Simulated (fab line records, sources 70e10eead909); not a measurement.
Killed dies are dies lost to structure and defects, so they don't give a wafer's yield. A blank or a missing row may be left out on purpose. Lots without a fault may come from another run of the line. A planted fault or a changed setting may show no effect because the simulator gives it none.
Which tool did it? | flow nand_harc | 13 lots, 39 wafers sampled, at 6 steps of a route of 1159

WHAT THE GAUGES READ, wafer by wafer
NHARC_P_CONTACT_CD_MEAS_12: target cd 90 nm.
lot  | measured     | on        | cd_nm (nm)
L649 | day 5 16:04  | cd_sem-01 | 89.5 89.8 88.7
L653 | day 6 06:57  | cd_sem-02 | 89.6 90.1 89.6
L654 | day 6 23:25  | cd_sem-02 | 89.6 89.7 89.7
L655 | day 7 02:58  | cd_sem-02 | 90.5 89.4 89.2
L658 | day 7 14:54  | cd_sem-01 | 88.8 89.7 90.0
L659 | day 8 03:43  | cd_sem-02 | 89.4 89.5 89.8
L660 | day 8 07:57  | cd_sem-01 | 89.7 89.6 90.7
L661 | day 8 19:37  | cd_sem-02 | 90.3 90.3 90.1
L662 | day 8 22:10  | cd_sem-03 | 88.4 88.6 90.0
L664 | day 9 09:10  | cd_sem-02 | 88.9 89.2 88.2
L668 | day 10 02:48 | cd_sem-03 | 108.1 107.6 109.1
L670 | day 10 15:13 | cd_sem-02 | 108.0 108.1 109.3
L669 | day 10 15:37 | cd_sem-01 | 89.5 89.1 88.6

NHARC_P_CONTACT_INSPECT_14.
lot  | measured     | on                | raw_defect_count
L649 | day 5 16:11  | defect_inspect-01 | 2 4 1
L653 | day 6 07:04  | defect_inspect-01 | 2 2 1
L654 | day 6 23:32  | defect_inspect-02 | 3 4 5
L655 | day 7 03:06  | defect_inspect-01 | 4 2 1
L658 | day 7 15:01  | defect_inspect-02 | 5 5 5
L659 | day 8 03:50  | defect_inspect-01 | 6 3 2
L660 | day 8 08:05  | defect_inspect-01 | 8 3 3
L661 | day 8 19:44  | defect_inspect-01 | 3 4 4
L662 | day 8 22:17  | defect_inspect-01 | 5 5 7
L664 | day 9 09:17  | defect_inspect-01 | 5 4 1
L668 | day 10 02:55 | defect_inspect-01 | 3 3 3
L670 | day 10 15:20 | defect_inspect-02 | 10 4 5
L669 | day 10 15:44 | defect_inspect-02 | 3 5 2

NHARC_END_SORT_01.
lot  | measured     | on        | killed_at_array | killed_at_other | killed_at_periphery | killed_dies | killed_open | killed_short
L661 | day 22 22:43 | prober-01 | 22 29 30        | 3 0 2           | 2 1 1               | 27 30 33    | 3 1 3       | 0 0 2
L664 | day 23 08:51 | prober-02 | 26 26 35        | 0 0 0           | 1 3 3               | 27 29 38    | 1 3 4       | 0 2 4
L668 | day 23 22:02 | prober-02 | 18 30 21        | 2 0 3           | 491 512 223         | 511 542 247 | 1 4 4       | 2 5 1
L670 | day 24 07:41 | prober-01 | 40 33 35        | 1 1 1           | 499 507 507         | 540 541 543 | 2 3 3       | 5 2 3
L669 | day 24 07:19 | prober-02 | 35              | 0               | 4                   | 39          | 2           | 3

WHICH TOOL RAN EACH LOT (tool, then ch and the chambers of the sampled wafers, then the start)
lot  | NHARC_P_CONTACT_DEP_00                     | NHARC_P_CONTACT_CMP_01        | NHARC_P_CONTACT_PEB_10
L649 | pecvd-04 ch 1,2, day 5 15:23 or earlier    | cmp-02 ch 0,1, day 5 15:23    | litho_track-04 ch 0, day 5 15:59
L653 | pecvd-01 ch 0,2, day 6 06:14 or earlier    | cmp-02 ch 0,3, day 6 06:14    | litho_track-04 ch 0, day 6 06:52
L654 | pecvd-02 ch 1,2, day 6 22:38 or earlier    | cmp-02 ch 1,2,3, day 6 22:38  | litho_track-01 ch 0, day 6 23:20
L655 | pecvd-02 ch 1,2, day 7 02:16 or earlier    | cmp-02 ch 0,3, day 7 02:16    | litho_track-01 ch 0, day 7 02:53
L658 | pecvd-04 ch 0,2, day 7 14:05 or earlier    | cmp-02 ch 0,3, day 7 14:05    | litho_track-06 ch 0, day 7 14:49
L659 | pecvd-04 ch 0,1, day 8 02:52 or earlier    | cmp-03 ch 1,2,3, day 8 02:52  | litho_track-04 ch 0, day 8 03:38
L660 | pecvd-04 ch 0,1,2, day 8 07:10 or earlier  | cmp-02 ch 1,2,3, day 8 07:10  | litho_track-01 ch 0, day 8 07:52
L661 | pecvd-01 ch 0,1,2, day 8 18:47 or earlier  | cmp-04 ch 1,2,3, day 8 18:47  | litho_track-06 ch 0, day 8 19:32
L662 | pecvd-01 ch 0,1, day 8 21:28 or earlier    | cmp-03 ch 0,1,3, day 8 21:28  | litho_track-01 ch 0, day 8 22:05
L664 | pecvd-01 ch 0,1,2, day 9 08:23 or earlier  | cmp-03 ch 0,3, day 9 08:23    | litho_track-01 ch 0, day 9 09:05
L668 | pecvd-01 ch 0,1,2, day 10 01:58 or earlier | cmp-03 ch 0,1,3, day 10 01:58 | litho_track-01 ch 0, day 10 02:43
L670 | pecvd-01 ch 0,1,2, day 10 14:28 or earlier | cmp-03 ch 0,1,3, day 10 14:28 | litho_track-01 ch 0, day 10 15:08
L669 | pecvd-04 ch 0,1,2, day 10 14:46 or earlier | cmp-04 ch 0,1,2, day 10 14:46 | litho_track-04 ch 0, day 10 15:32
- NHARC_P_CONTACT_DEP_00: deposits SiO2, target thk 500 nm.
- NHARC_P_CONTACT_CMP_01: polishes SiO2, target thk 200 nm.
- NHARC_P_CONTACT_PEB_10: peb time 65 s.

WHAT THE TOOLS THEMSELVES READ (means of the sampled wafers that have a number; where no wafer has one, the mark that the record gives instead)
NHARC_P_CONTACT_DEP_00.
lot  | tool     | heater_power_w (W) | throttle_valve_pct (%)
L649 | pecvd-04 | 653                | 15.9
L653 | pecvd-01 | 500                | 15.3
L654 | pecvd-02 | 483                | 16.1
L655 | pecvd-02 | 518                | 16.2
L658 | pecvd-04 | 610                | 16.3
L659 | pecvd-04 | 606                | 16.5
L660 | pecvd-04 | 645                | 16.1
L661 | pecvd-01 | 481                | 15.6
L662 | pecvd-01 | 549                | 15.6
L664 | pecvd-01 | 496                | 15.7
L668 | pecvd-01 | 478                | 15.5
L670 | pecvd-01 | 531                | 15.6
L669 | pecvd-04 | 594                | 15.9

NHARC_P_CONTACT_CMP_01.
lot  | tool   | motor_current_A (A)
L649 | cmp-02 | 11.6
L653 | cmp-02 | 10.8
L654 | cmp-02 | 11.5
L655 | cmp-02 | 10.3
L658 | cmp-02 | 10.5
L659 | cmp-03 | 11.5
L660 | cmp-02 | 11.3
L661 | cmp-04 | 11.8
L662 | cmp-03 | 12.3
L664 | cmp-03 | 11.1
L668 | cmp-03 | 11.9
L670 | cmp-03 | 12.1
L669 | cmp-04 | 11.5

NHARC_P_CONTACT_PEB_10.
lot  | tool           | heater_power_total_W (W) | plate_temp_C (C) | resist_line_temp_C (C)
L649 | litho_track-04 | 156.7                    | 100.00           | 23.05
L653 | litho_track-04 | 157.0                    | 100.01           | 22.92
L654 | litho_track-01 | 156.4                    | 100.01           | 22.76
L655 | litho_track-01 | 156.9                    | 100.17           | 23.16
L658 | litho_track-06 | 156.3                    | 99.90            | 23.02
L659 | litho_track-04 | 156.6                    | 100.08           | 22.98
L660 | litho_track-01 | 156.1                    | 100.09           | 22.91
L661 | litho_track-06 | 156.8                    | 99.83            | 22.98
L662 | litho_track-01 | 156.5                    | 100.21           | 22.76
L664 | litho_track-01 | 156.6                    | 99.95            | 23.07
L668 | litho_track-01 | 169.0                    | 105.54           | 22.98
L670 | litho_track-01 | 168.9                    | 105.54           | 23.02
L669 | litho_track-04 | 156.9                    | 100.06           | 23.12

THE ANSWER, worked out from the rows above alone
Rule: what is usual is taken from the lots themselves. Put in order of their means at a reading, lots are off if they are a third of the lots or fewer, leave a main group of 4 or more, and stand apart from it by a gap of 3 or more times the standard deviation of the main group's means; of several such gaps the widest counts. A main group whose means are all the same, to the digits that the tables above print for the reading, isn't used. A lot without any number at a reading at which 4 lots or more have one is off too. The other lots that the step has rows for count as sound. The gauges are gone through in route order, then the tools' own readings, and for those a lot's mean is taken as printed above. The first step at which some lot is off is used, and at that step the reading that is off furthest; a lot without a number counts as furthest.
Off: L668, L670, at NHARC_P_CONTACT_CD_MEAS_12 (cd_nm). The main group: mean 89.5 nm, standard deviation 0.42.
A tool fits if, at a process step before that reading, it ran every lot that is off, and no sound lot after the first of them. The gauges at NHARC_P_CONTACT_CD_MEAS_12 aren't tried: what is off there is off at NHARC_P_CONTACT_PEB_10 too, on other tools, and a gauge's error can't cause that. NHARC_P_CONTACT_DEP_00 gives no start for some lots, so the hours and the order of its lots are those of NHARC_P_CONTACT_CMP_01. Can't be told from this: 3 tools fit, pecvd-01 at NHARC_P_CONTACT_DEP_00, cmp-03 at NHARC_P_CONTACT_CMP_01, litho_track-01 at NHARC_P_CONTACT_PEB_10.

WHAT THE SIMULATOR HAD PUT IN
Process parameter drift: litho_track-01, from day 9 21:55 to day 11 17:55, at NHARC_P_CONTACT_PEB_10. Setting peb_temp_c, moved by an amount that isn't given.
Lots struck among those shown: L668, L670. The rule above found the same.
